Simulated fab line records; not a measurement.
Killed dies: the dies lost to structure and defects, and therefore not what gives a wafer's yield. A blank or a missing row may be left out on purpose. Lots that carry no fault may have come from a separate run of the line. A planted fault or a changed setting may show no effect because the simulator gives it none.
Which tool was responsible? :: flow n5-finfet :: Sampling: 12 lots, 32 wafers, 4 of 1938 route steps

WHAT EACH GAUGE READ, for each wafer
The record holds no reading of a measuring or inspecting step that can be judged against a usual standard deviation.

WHICH TOOL RAN EACH LOT (tool, then ch and the chambers of the sampled wafers, then the start)
lot: L914
N5_BEOL_M7_ETCH_72: rie-diel-04 ch 0,2, day 9 14:35
N5_BEOL_M7_ETCH_41: rie-diel-04 ch 0,2, day 9 15:10 or earlier
N5_BEOL_M7_CURE_75: uv-cure-01 ch 0, day 9 15:10
N5_BEOL_M7_PRE_CLEAN_45: pvd-sputter-01, day 9 15:57

lot: L915
N5_BEOL_M7_ETCH_72: rie-diel-04 ch 0,1,2, day 10 00:28
N5_BEOL_M7_ETCH_41: rie-diel-04 ch 0,1,2, day 10 01:04 or earlier
N5_BEOL_M7_CURE_75: uv-cure-02 ch 0, day 10 01:04
N5_BEOL_M7_PRE_CLEAN_45: pvd-sputter-03, day 10 02:07

lot: L916
N5_BEOL_M7_ETCH_72: rie-diel-06 ch 0,3, day 10 01:39
N5_BEOL_M7_ETCH_41: rie-diel-06 ch 0,3, day 10 02:17 or earlier
N5_BEOL_M7_CURE_75: uv-cure-01 ch 2, day 10 02:17
N5_BEOL_M7_PRE_CLEAN_45: pvd-sputter-03, day 10 03:23

lot: L918
N5_BEOL_M7_ETCH_72: rie-diel-04 ch 0,3, day 11 11:36
N5_BEOL_M7_ETCH_41: rie-diel-04 ch 0,3, day 11 12:18 or earlier
N5_BEOL_M7_CURE_75: uv-cure-03 ch 1, day 11 12:18
N5_BEOL_M7_PRE_CLEAN_45: pvd-sputter-01, day 11 13:06

lot: L917
N5_BEOL_M7_ETCH_72: rie-diel-05 ch 0, day 11 11:54
N5_BEOL_M7_ETCH_41: rie-diel-05 ch 0, day 11 12:55 or earlier
N5_BEOL_M7_CURE_75: uv-cure-02 ch 2, day 11 12:55
N5_BEOL_M7_PRE_CLEAN_45: pvd-sputter-01, day 11 13:11

lot: L923
N5_BEOL_M7_ETCH_72: rie-diel-05 ch 1,3, day 12 10:46
N5_BEOL_M7_ETCH_41: rie-diel-05 ch 1,3, day 12 11:40 or earlier
N5_BEOL_M7_CURE_75: uv-cure-02 ch 2, day 12 11:40
N5_BEOL_M7_PRE_CLEAN_45: pvd-sputter-01, day 12 12:02

lot: L924
N5_BEOL_M7_ETCH_72: rie-diel-04 ch 0,1,3, day 12 16:32
N5_BEOL_M7_ETCH_41: rie-diel-04 ch 0,1,3, day 12 17:07 or earlier
N5_BEOL_M7_CURE_75: uv-cure-01 ch 1, day 12 17:07
N5_BEOL_M7_PRE_CLEAN_45: pvd-sputter-03, day 12 17:30

lot: L926
N5_BEOL_M7_ETCH_72: rie-diel-06 ch 1,2,3, day 12 18:37
N5_BEOL_M7_ETCH_41: rie-diel-06 ch 1,2,3, day 12 20:05 or earlier
N5_BEOL_M7_CURE_75: uv-cure-03 ch 0, day 12 20:05
N5_BEOL_M7_PRE_CLEAN_45: pvd-sputter-01, day 12 20:44

lot: L930
N5_BEOL_M7_ETCH_72: rie-diel-05 ch 0, day 14 02:22
N5_BEOL_M7_ETCH_41: rie-diel-05 ch 0, day 14 02:57 or earlier
N5_BEOL_M7_CURE_75: uv-cure-01 ch 1, day 14 02:57
N5_BEOL_M7_PRE_CLEAN_45: pvd-sputter-02, day 14 03:20

lot: L932
N5_BEOL_M7_ETCH_72: rie-diel-06 ch 0,2, day 15 02:20
N5_BEOL_M7_ETCH_41: rie-diel-06 ch 0,2, day 15 03:02 or earlier
N5_BEOL_M7_CURE_75: uv-cure-03 ch 2, day 15 03:02
N5_BEOL_M7_PRE_CLEAN_45: pvd-sputter-03, day 15 03:36

lot: L933
N5_BEOL_M7_ETCH_72: rie-diel-05 ch 0,2,3, day 15 05:43
N5_BEOL_M7_ETCH_41: rie-diel-05 ch 0,2,3, day 15 06:49 or earlier
N5_BEOL_M7_CURE_75: uv-cure-01 ch 1, day 15 06:49
N5_BEOL_M7_PRE_CLEAN_45: pvd-sputter-01, day 15 07:11

lot: L934
N5_BEOL_M7_ETCH_72: rie-diel-06 ch 0,1, day 15 09:01
N5_BEOL_M7_ETCH_41: rie-diel-06 ch 0,1, day 15 12:10 or earlier
N5_BEOL_M7_CURE_75: uv-cure-01 ch 0, day 15 12:10
N5_BEOL_M7_PRE_CLEAN_45: pvd-sputter-02, day 15 12:25
- N5_BEOL_M7_ETCH_72: etches underlayer in N2/H2, target depth 6.5 nm, time 5.2 s.
- N5_BEOL_M7_ETCH_41: etches SiCN in CH3F/O2, target depth 31.9 nm, time 57.8 s.
- N5_BEOL_M7_CURE_75: cures SiCOH lowk, time 120 s.
- N5_BEOL_M7_PRE_CLEAN_45: time 30 s.

WHAT THE TOOLS THEMSELVES READ (means of the sampled wafers that have a number; where no wafer has one, the mark that the record gives instead)
N5_BEOL_M7_ETCH_72.
lot: L914
tool: rie-diel-04
drypump-motor-current-A (A): 6.1
etch-rf-on-time-s (s): 5.25
h2-flow-sccm (sccm): 200.2
n2-flow-sccm (sccm): 199.5
oes-product-au (a.u.): 0.67
rf-vpp-V (V): 523
showerhead-plenum-p-Torr (Torr): 2.52
throttle-valve-pct (%): 18.04

lot: L915
tool: rie-diel-04
drypump-motor-current-A (A): 6.0
etch-rf-on-time-s (s): 5.26
h2-flow-sccm (sccm): 199.1
n2-flow-sccm (sccm): 199.9
oes-product-au (a.u.): 0.63
rf-vpp-V (V): 524
showerhead-plenum-p-Torr (Torr): 2.53
throttle-valve-pct (%): 18.00

lot: L916
tool: rie-diel-06
drypump-motor-current-A (A): 5.7
etch-rf-on-time-s (s): 5.22
h2-flow-sccm (sccm): 200.3
n2-flow-sccm (sccm): 199.5
oes-product-au (a.u.): 0.73
rf-vpp-V (V): 528
showerhead-plenum-p-Torr (Torr): 2.70
throttle-valve-pct (%): 17.85

lot: L918
tool: rie-diel-04
drypump-motor-current-A (A): 6.1
etch-rf-on-time-s (s): 5.14
h2-flow-sccm (sccm): 199.3
n2-flow-sccm (sccm): 199.2
oes-product-au (a.u.): 0.65
rf-vpp-V (V): 526
showerhead-plenum-p-Torr (Torr): 2.58
throttle-valve-pct (%): 18.08

lot: L917
tool: rie-diel-05
drypump-motor-current-A (A): 5.8
etch-rf-on-time-s (s): 5.26
h2-flow-sccm (sccm): 199.2
n2-flow-sccm (sccm): 200.0
oes-product-au (a.u.): 0.73
rf-vpp-V (V): 523
showerhead-plenum-p-Torr (Torr): 2.49
throttle-valve-pct (%): 17.77

lot: L923
tool: rie-diel-05
drypump-motor-current-A (A): 5.3
etch-rf-on-time-s (s): 5.29
h2-flow-sccm (sccm): 199.8
n2-flow-sccm (sccm): 199.6
oes-product-au (a.u.): 0.62
rf-vpp-V (V): 520
showerhead-plenum-p-Torr (Torr): 2.43
throttle-valve-pct (%): 18.08

lot: L924
tool: rie-diel-04
drypump-motor-current-A (A): 6.1
etch-rf-on-time-s (s): 5.20
h2-flow-sccm (sccm): 200.0
n2-flow-sccm (sccm): 200.1
oes-product-au (a.u.): 0.62
rf-vpp-V (V): 525
showerhead-plenum-p-Torr (Torr): 2.59
throttle-valve-pct (%): 18.01

lot: L926
tool: rie-diel-06
drypump-motor-current-A (A): 5.5
etch-rf-on-time-s (s): 5.14
h2-flow-sccm (sccm): 199.8
n2-flow-sccm (sccm): 200.1
oes-product-au (a.u.): 0.72
rf-vpp-V (V): 527
showerhead-plenum-p-Torr (Torr): 2.65
throttle-valve-pct (%): 17.54

lot: L930
tool: rie-diel-05
drypump-motor-current-A (A): 5.8
etch-rf-on-time-s (s): 5.25
h2-flow-sccm (sccm): 200.2
n2-flow-sccm (sccm): 199.3
oes-product-au (a.u.): 0.71
rf-vpp-V (V): 521
showerhead-plenum-p-Torr (Torr): 2.48
throttle-valve-pct (%): 17.80

lot: L932
tool: rie-diel-06
drypump-motor-current-A (A): 5.8
etch-rf-on-time-s (s): 5.12
h2-flow-sccm (sccm): 200.2
n2-flow-sccm (sccm): 199.7
oes-product-au (a.u.): 0.71
rf-vpp-V (V): 528
showerhead-plenum-p-Torr (Torr): 2.63
throttle-valve-pct (%): 17.90

lot: L933
tool: rie-diel-05
drypump-motor-current-A (A): 5.3
etch-rf-on-time-s (s): 5.30
h2-flow-sccm (sccm): 200.1
n2-flow-sccm (sccm): 200.2
oes-product-au (a.u.): 0.70
rf-vpp-V (V): 524
showerhead-plenum-p-Torr (Torr): 2.58
throttle-valve-pct (%): 17.91

lot: L934
tool: rie-diel-06
drypump-motor-current-A (A): 5.6
etch-rf-on-time-s (s): 5.08
h2-flow-sccm (sccm): 199.3
n2-flow-sccm (sccm): 199.3
oes-product-au (a.u.): 0.71
rf-vpp-V (V): 528
showerhead-plenum-p-Torr (Torr): 2.69
throttle-valve-pct (%): 17.88

N5_BEOL_M7_ETCH_41.
lot: L914
tool: rie-diel-04
drypump-motor-current-A (A): 6.0
oes-product-au (a.u.): 0.78
rf-vpp-V (V): 297.1
showerhead-plenum-p-Torr (Torr): 1.99
throttle-valve-pct (%): 16.59

lot: L915
tool: rie-diel-04
drypump-motor-current-A (A): 6.0
oes-product-au (a.u.): 0.74
rf-vpp-V (V): 296.9
showerhead-plenum-p-Torr (Torr): 1.99
throttle-valve-pct (%): 16.53

lot: L916
tool: rie-diel-06
drypump-motor-current-A (A): 5.7
oes-product-au (a.u.): 0.85
rf-vpp-V (V): 299.4
showerhead-plenum-p-Torr (Torr): 2.12
throttle-valve-pct (%): 16.27

lot: L918
tool: rie-diel-04
drypump-motor-current-A (A): 6.0
oes-product-au (a.u.): 0.76
rf-vpp-V (V): 298.7
showerhead-plenum-p-Torr (Torr): 2.04
throttle-valve-pct (%): 16.67

lot: L917
tool: rie-diel-05
drypump-motor-current-A (A): 5.9
oes-product-au (a.u.): 0.86
rf-vpp-V (V): 295.3
showerhead-plenum-p-Torr (Torr): 1.93
throttle-valve-pct (%): 16.12

lot: L923
tool: rie-diel-05
drypump-motor-current-A (A): 5.4
oes-product-au (a.u.): 0.73
rf-vpp-V (V): 295.8
showerhead-plenum-p-Torr (Torr): 1.90
throttle-valve-pct (%): 16.42

lot: L924
tool: rie-diel-04
drypump-motor-current-A (A): 6.0
oes-product-au (a.u.): 0.73
rf-vpp-V (V): 296.6
showerhead-plenum-p-Torr (Torr): 2.05
throttle-valve-pct (%): 16.59

lot: L926
tool: rie-diel-06
drypump-motor-current-A (A): 5.5
oes-product-au (a.u.): 0.84
rf-vpp-V (V): 298.3
showerhead-plenum-p-Torr (Torr): 2.09
throttle-valve-pct (%): 16.05

lot: L930
tool: rie-diel-05
drypump-motor-current-A (A): 5.9
oes-product-au (a.u.): 0.83
rf-vpp-V (V): 295.2
showerhead-plenum-p-Torr (Torr): 1.93
throttle-valve-pct (%): 16.16

lot: L932
tool: rie-diel-06
drypump-motor-current-A (A): 5.8
oes-product-au (a.u.): 0.83
rf-vpp-V (V): 299.8
showerhead-plenum-p-Torr (Torr): 2.09
throttle-valve-pct (%): 16.34

lot: L933
tool: rie-diel-05
drypump-motor-current-A (A): 5.3
oes-product-au (a.u.): 0.83
rf-vpp-V (V): 297.5
showerhead-plenum-p-Torr (Torr): 2.01
throttle-valve-pct (%): 16.28

lot: L934
tool: rie-diel-06
drypump-motor-current-A (A): 5.6
oes-product-au (a.u.): 0.82
rf-vpp-V (V): 299.2
showerhead-plenum-p-Torr (Torr): 2.12
throttle-valve-pct (%): 16.31

N5_BEOL_M7_CURE_75.
lot: L914
tool: uv-cure-01
lamp-power-pct (%): 52.37
run-length-s (s): 178.5
wafer_temp_C_max: 372.0

lot: L915
tool: uv-cure-02
lamp-power-pct (%): 52.28
run-length-s (s): 178.8
wafer_temp_C_max: 371.3

lot: L916
tool: uv-cure-01
lamp-power-pct (%): -
run-length-s (s): -
wafer_temp_C_max: -

lot: L918
tool: uv-cure-03
lamp-power-pct (%): -
run-length-s (s): -
wafer_temp_C_max: -

lot: L917
tool: uv-cure-02
lamp-power-pct (%): -
run-length-s (s): -
wafer_temp_C_max: -

lot: L923
tool: uv-cure-02
lamp-power-pct (%): 52.28
run-length-s (s): 177.0
wafer_temp_C_max: 371.1

lot: L924
tool: uv-cure-01
lamp-power-pct (%): 52.29
run-length-s (s): 177.7
wafer_temp_C_max: 371.0

lot: L926
tool: uv-cure-03
lamp-power-pct (%): 52.31
run-length-s (s): 181.2
wafer_temp_C_max: 371.5

lot: L930
tool: uv-cure-01
lamp-power-pct (%): 52.30
run-length-s (s): 177.9
wafer_temp_C_max: 371.4

lot: L932
tool: uv-cure-03
lamp-power-pct (%): 52.23
run-length-s (s): 181.5
wafer_temp_C_max: 371.1

lot: L933
tool: uv-cure-01
lamp-power-pct (%): 52.33
run-length-s (s): 177.8
wafer_temp_C_max: 371.2

lot: L934
tool: uv-cure-01
lamp-power-pct (%): 52.28
run-length-s (s): 178.4
wafer_temp_C_max: 372.4

N5_BEOL_M7_PRE_CLEAN_45.
lot: L914
tool: pvd-sputter-01
heater-power-w (W): 295

lot: L915
tool: pvd-sputter-03
heater-power-w (W): 331

lot: L916
tool: pvd-sputter-03
heater-power-w (W): 324

lot: L918
tool: pvd-sputter-01
heater-power-w (W): 299

lot: L917
tool: pvd-sputter-01
heater-power-w (W): 346

lot: L923
tool: pvd-sputter-01
heater-power-w (W): 307

lot: L924
tool: pvd-sputter-03
heater-power-w (W): 341

lot: L926
tool: pvd-sputter-01
heater-power-w (W): 288

lot: L930
tool: pvd-sputter-02
heater-power-w (W): 328

lot: L932
tool: pvd-sputter-03
heater-power-w (W): 322

lot: L933
tool: pvd-sputter-01
heater-power-w (W): 289

lot: L934
tool: pvd-sputter-02
heater-power-w (W): 332

THE ANSWER, worked out from the rows above alone
Rule: what is usual is taken from the lots themselves. The widest of any qualifying gaps counts: lots, ordered by their means at a reading, are off when they make up no more than a third of the lots, leave a main group of 4 or more, and stand apart from it by 3 or more times the standard deviation of that group's means. If all means in a main group match to the digits the tables above print for the reading, that group is not used. Also off: a lot with no number at a reading for which 4 or more lots have one. Any other lot the step has rows for is counted as sound. After the gauges, taken in route order, come the tools' own readings; for these a lot's mean is taken, as printed above. At the first step where some lot is off, the reading lying furthest off is the one used; lots without a number count as furthest.
Off at N5_BEOL_M7_CURE_75 (lamp-power-pct): L916, L918, L917. Without a number there: L916, L918, L917. For the main group the mean is 52.30 % and the standard deviation 0.037.
A tool fits if, at that step or a process step before it, it ran every lot that is off, and no sound lot after the first of them. N5_BEOL_M7_ETCH_41: start missing for some lots; hours and lot order therefore follow N5_BEOL_M7_CURE_75. Of those tried, none fits.

WHAT THE SIMULATOR HAD PUT IN
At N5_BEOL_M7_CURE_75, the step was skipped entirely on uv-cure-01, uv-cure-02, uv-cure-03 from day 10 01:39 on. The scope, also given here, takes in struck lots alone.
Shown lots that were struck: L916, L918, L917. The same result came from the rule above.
